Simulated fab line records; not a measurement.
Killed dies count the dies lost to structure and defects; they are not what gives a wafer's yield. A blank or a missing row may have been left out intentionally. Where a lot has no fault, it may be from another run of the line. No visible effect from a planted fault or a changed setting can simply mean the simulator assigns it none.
Matching of chambers | flow n5_finfet | 3 sister chambers for N5_BEOL_M5_CURE_80 on uv_cure-02
The step cures SiCOH lowk, time 120 s. 3 wafers are shown with their chamber, then 9 later ones without.

## WAFERS PAIRED WITH THEIR CHAMBERS
wafer  | chamber | wafer_temp_C_max
L081.6 | 1       | 371.2
L084.5 | 0       | 371.9
L087.6 | 2       | 372.1

## WAFERS WITH NO CHAMBER GIVEN
wafer  | wafer_temp_C_max
L088.1 | 371.5
L088.2 | 371.8
L088.4 | 371.5
L094.2 | 370.8
L094.3 | 371.2
L094.5 | 370.9
L095.1 | 371.5
L095.2 | 371.7
L095.4 | 371.5

## WHICH CHAMBER EACH WENT THROUGH
wafer  | from the rows above          | in truth
L088.1 | can't be placed: 1 or 0 or 2 | 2
L088.2 | can't be placed: 0 or 2 or 1 | 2
L088.4 | can't be placed: 1 or 0 or 2 | 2
L094.2 | 1                            | 1
L094.3 | 1                            | 1
L094.5 | 1                            | 1
L095.1 | can't be placed: 1 or 0 or 2 | 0
L095.2 | can't be placed: 0 or 2 or 1 | 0
L095.4 | can't be placed: 1 or 0 or 2 | 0
3 of 9 placed correctly. Not placeable from these rows: 6 (in 6, the candidates include the true chamber). Placed wrongly: 0.
How it was worked out, from the rows above alone: a wafer's distance from a chamber is the root of the sum, over the readings, of the square of ((its reading less the chamber's mean) divided by the reading's scatter). The wafer belongs to the nearest chamber; if the next one is less than 2 further off, it can't be placed. A chamber's mean is the mean of its shown wafers. The scatter (one wafer shown for each chamber): square how far every hidden wafer sits from the nearest shown wafer, average those squares and take the square root.
